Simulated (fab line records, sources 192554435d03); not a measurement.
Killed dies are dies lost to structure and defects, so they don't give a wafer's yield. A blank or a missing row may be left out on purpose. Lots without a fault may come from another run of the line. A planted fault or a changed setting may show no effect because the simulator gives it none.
Which tool did it? | flow n5_finfet | 13 lots, 33 wafers sampled, at 5 steps of a route of 1938

WHAT THE GAUGES READ, wafer by wafer
N5_FIN_CUT_INSPECT_17: inspects for defects (brightfield). Usual: raw_defect_count 219, standard deviation 65.
lot  | measured    | on                | raw_defect_count | flag
L771 | day 2 03:45 | defect_inspect-01 | 193 205          |
L772 | day 2 10:44 | defect_inspect-02 | 222 195          |
L773 | day 2 15:32 | defect_inspect-02 | 187 222 188      |
L774 | day 2 23:19 | defect_inspect-01 | 238 164          |
L775 | day 3 04:26 | defect_inspect-02 | 206 151          |
L776 | day 3 09:58 | defect_inspect-01 | 293 302          |
L777 | day 3 17:26 | defect_inspect-02 | 183 180 208      |
L779 | day 4 04:43 | defect_inspect-01 | 190 191 250      |
L784 | day 5 13:44 | defect_inspect-01 | 209 202          |
L786 | day 5 21:53 | defect_inspect-01 | 205 193 257      |
L791 | day 7 03:45 | defect_inspect-02 | 246 201 319      |
L792 | day 7 10:19 | defect_inspect-01 | 185 158 273      |
L794 | day 7 22:13 | defect_inspect-01 | 239 174 209      |

N5_STI_FIN_REVEAL_FIN_H_MEAS_10. Usual: trench_depth_nm 52.3 nm, standard deviation 0.78.
lot  | measured    | on     | trench_depth_nm (nm) | flag
L771 | day 2 12:47 | ocd-02 | 52.0 52.5            |
L772 | day 2 21:15 | ocd-01 | 52.6 52.4            |
L773 | day 3 00:26 | ocd-01 | 53.1 52.3 51.7       |
L774 | day 3 08:04 | ocd-02 | 51.8 53.8            |
L775 | day 3 13:05 | ocd-01 | 52.5 52.4            |
L776 | day 3 19:29 | ocd-01 | 51.6 52.8            |
L777 | day 4 02:09 | ocd-01 | 52.0 52.0 52.2       |
L779 | day 4 13:22 | ocd-01 | 53.2 52.5 51.2       |
L784 | day 5 22:22 | ocd-02 | 52.9 43.3            | OFF
L786 | day 6 06:31 | ocd-02 | 52.6 42.5 54.6       | OFF
L791 | day 7 12:38 | ocd-01 | 51.3 53.3 53.1       |
L792 | day 7 19:10 | ocd-01 | 53.1 51.3 52.8       |
L794 | day 8 07:07 | ocd-02 | 52.6 51.9 51.4       |

WHICH TOOL RAN EACH LOT (tool, then ch and the chambers of the sampled wafers, then the start)
lot  | N5_FIN_CUT_CUT_ETCH_26            | N5_STI_FIN_REVEAL_RECESS_09       | N5_STI_FIN_REVEAL_ETCH_34
L771 | rie_diel-02 ch 2, day 2 03:17     | vapor_etch-02 ch 0,1, day 2 10:01 | rie_si-02 ch 3, day 2 12:10
L772 | rie_diel-03 ch 2,3, day 2 10:16   | vapor_etch-01 ch 1, day 2 18:32   | rie_si-01 ch 2,3, day 2 20:38
L773 | rie_diel-02 ch 1,2, day 2 15:03   | vapor_etch-01 ch 0,1, day 2 21:44 | rie_si-01 ch 0,2,3, day 2 23:50
L774 | rie_diel-03 ch 2,3, day 2 22:47   | vapor_etch-02 ch 0,1, day 3 05:21 | rie_si-01 ch 2,3, day 3 07:27
L775 | rie_diel-03 ch 0,1, day 3 03:58   | vapor_etch-02 ch 0, day 3 10:23   | rie_si-01 ch 1,3, day 3 12:29
L776 | rie_diel-02 ch 1,2, day 3 09:29   | vapor_etch-01 ch 0,1, day 3 16:47 | rie_si-01 ch 1,3, day 3 18:53
L777 | rie_diel-01 ch 0,1, day 3 16:47   | vapor_etch-01 ch 0,1, day 3 23:59 | rie_si-02 ch 0,1, day 4 01:32
L779 | rie_diel-01 ch 0,2,3, day 4 04:14 | vapor_etch-02 ch 0,1, day 4 10:37 | rie_si-02 ch 0,1,3, day 4 12:43
L784 | rie_diel-02 ch 1,3, day 5 13:15   | vapor_etch-01 ch 0,1, day 5 20:11 | rie_si-01 ch 2,3, day 5 21:44
L786 | rie_diel-01 ch 1,2, day 5 21:22   | vapor_etch-01 ch 0,1, day 6 03:48 | rie_si-01 ch 0,3, day 6 05:53
L791 | rie_diel-01 ch 1,3, day 7 03:17   | vapor_etch-02 ch 0,1, day 7 09:53 | rie_si-02 ch 0,1, day 7 12:02
L792 | rie_diel-01 ch 0,1, day 7 09:50   | vapor_etch-02 ch 0,1, day 7 16:24 | rie_si-02 ch 0,1,2, day 7 18:33
L794 | rie_diel-01 ch 0,1, day 7 21:44   | vapor_etch-02 ch 1, day 8 04:16   | rie_si-01 ch 0,1,3, day 8 06:30
- N5_FIN_CUT_CUT_ETCH_26: etches SiNx in CH3F/O2, target depth 39 nm, time 55.7 s.
- N5_STI_FIN_REVEAL_RECESS_09: chemistry HF/NH3, target SiO2, afs cycles 11, target depth 42.5 nm, sublimation time 60 s.
- N5_STI_FIN_REVEAL_ETCH_34: etches Si in H2, material Si, target depth 0.97 nm.

WHAT THE TOOLS THEMSELVES READ (means of the sampled wafers that have a number; where no wafer has one, the mark that the record gives instead)
N5_FIN_CUT_CUT_ETCH_26. Usual: CH3F_flow_sccm 30.00 sccm, standard deviation 0.082; O2_flow_sccm 20.00 sccm, standard deviation 0.059; drypump_motor_current_A 5.8 A, standard deviation 0.42; oes_product_au 0.76 a.u., standard deviation 0.044; rf_vpp_V 298 V, standard deviation 7.1; showerhead_plenum_p_Torr 1.99 Torr, standard deviation 0.066; throttle_valve_pct 16.43 %, standard deviation 0.26.
lot  | tool        | CH3F_flow_sccm (sccm) | O2_flow_sccm (sccm) | drypump_motor_current_A (A) | oes_product_au (a.u.) | rf_vpp_V (V) | showerhead_plenum_p_Torr (Torr) | throttle_valve_pct (%) | flag
L771 | rie_diel-02 | 30.01                 | 19.96               | 5.9                         | 0.78                  | 296          | 2.02                            | 16.42                  |
L772 | rie_diel-03 | 30.16                 | 19.98               | 5.6                         | 0.76                  | 288          | 1.94                            | 16.55                  |
L773 | rie_diel-02 | 29.98                 | 20.00               | 5.8                         | 0.78                  | 295          | 1.99                            | 16.48                  |
L774 | rie_diel-03 | 29.88                 | 20.04               | 5.6                         | 0.76                  | 288          | 1.94                            | 16.58                  |
L775 | rie_diel-03 | 29.94                 | 19.97               | 5.2                         | 0.73                  | 297          | 2.04                            | 16.68                  |
L776 | rie_diel-02 | 30.03                 | 20.05               | 5.8                         | 0.78                  | 294          | 1.98                            | 16.50                  |
L777 | rie_diel-01 | 29.99                 | 19.96               | 5.7                         | 0.78                  | 307          | 1.94                            | 16.29                  |
L779 | rie_diel-01 | 29.89                 | 20.00               | 6.2                         | 0.76                  | 298          | 1.99                            | 16.31                  |
L784 | rie_diel-02 | 30.04                 | 19.97               | 5.5                         | 0.82                  | 297          | 1.98                            | 16.41                  |
L786 | rie_diel-01 | 30.03                 | 19.97               | 5.8                         | 0.76                  | 303          | 2.02                            | 16.20                  |
L791 | rie_diel-01 | 30.03                 | 19.98               | 5.8                         | 0.74                  | 296          | 1.90                            | 16.70                  |
L792 | rie_diel-01 | 29.96                 | 20.00               | 5.7                         | 0.75                  | 308          | 1.93                            | 16.35                  |
L794 | rie_diel-01 | 29.98                 | 20.01               | 6.0                         | 0.75                  | 306          | 1.95                            | 16.26                  |

N5_STI_FIN_REVEAL_RECESS_09. Usual: drypump_motor_current_A 6.15 A, standard deviation 0.24.
lot  | tool          | drypump_motor_current_A (A) | flag
L771 | vapor_etch-02 | 6.36                        |
L772 | vapor_etch-01 | 5.88                        |
L773 | vapor_etch-01 | 5.89                        |
L774 | vapor_etch-02 | 6.34                        |
L775 | vapor_etch-02 | 6.45                        |
L776 | vapor_etch-01 | 5.88                        |
L777 | vapor_etch-01 | 5.88                        |
L779 | vapor_etch-02 | 6.34                        |
L784 | vapor_etch-01 | 5.90                        |
L786 | vapor_etch-01 | 5.89                        |
L791 | vapor_etch-02 | 6.39                        |
L792 | vapor_etch-02 | 6.41                        |
L794 | vapor_etch-02 | 6.29                        |

N5_STI_FIN_REVEAL_ETCH_34. Usual: drypump_motor_current_A 5.9 A, standard deviation 0.39; oes_product_au 0.995 a.u., standard deviation 0.016; throttle_valve_pct 25.9 %, standard deviation 0.59.
lot  | tool      | drypump_motor_current_A (A) | oes_product_au (a.u.) | throttle_valve_pct (%) | flag
L771 | rie_si-02 | 6.8                         | 0.981                 | 25.1                   |
L772 | rie_si-01 | 5.9                         | 0.986                 | 26.2                   |
L773 | rie_si-01 | 5.7                         | 0.995                 | 26.1                   |
L774 | rie_si-01 | 5.9                         | 0.977                 | 26.2                   |
L775 | rie_si-01 | 6.1                         | 1.010                 | 26.3                   |
L776 | rie_si-01 | 6.1                         | 1.002                 | 26.3                   |
L777 | rie_si-02 | 5.9                         | 1.001                 | 26.1                   |
L779 | rie_si-02 | 6.2                         | 0.983                 | 25.8                   |
L784 | rie_si-01 | 5.9                         | 0.986                 | 26.2                   |
L786 | rie_si-01 | 6.0                         | 1.003                 | 26.6                   |
L791 | rie_si-02 | 6.0                         | 0.996                 | 26.1                   |
L792 | rie_si-02 | 6.0                         | 1.008                 | 26.1                   |
L794 | rie_si-01 | 5.9                         | 1.006                 | 26.1                   |

THE ANSWER, worked out from the rows above alone
Rule: a lot is off if the mean of its wafers that have a number lies more than 3 standard deviations from the usual mean. A lot without any number at a reading at which 4 lots or more have one is off too. The other lots that the step has rows for count as sound. The gauges are gone through in route order, then the tools' own readings, and for those a lot's mean is taken as printed above. The first step at which some lot is off is used, and at that step the reading that is off furthest; a lot without a number counts as furthest.
Off: L784, L786, at N5_STI_FIN_REVEAL_FIN_H_MEAS_10 (trench_depth_nm).
A tool fits if, at a process step before that reading, it ran every lot that is off, and no sound lot after the first of them. The gauges at N5_STI_FIN_REVEAL_FIN_H_MEAS_10 are tried like those tools. One fits: vapor_etch-01 at N5_STI_FIN_REVEAL_RECESS_09. Its last sound lot is L777 (day 3 23:59), its first lot that is off L784 (day 5 20:11): a fault that began between those two fits.

WHAT THE SIMULATOR HAD PUT IN
Process parameter drift: vapor_etch-01, from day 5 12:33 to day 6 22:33, at N5_STI_FIN_REVEAL_RECESS_09. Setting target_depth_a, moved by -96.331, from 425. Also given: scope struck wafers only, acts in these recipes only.
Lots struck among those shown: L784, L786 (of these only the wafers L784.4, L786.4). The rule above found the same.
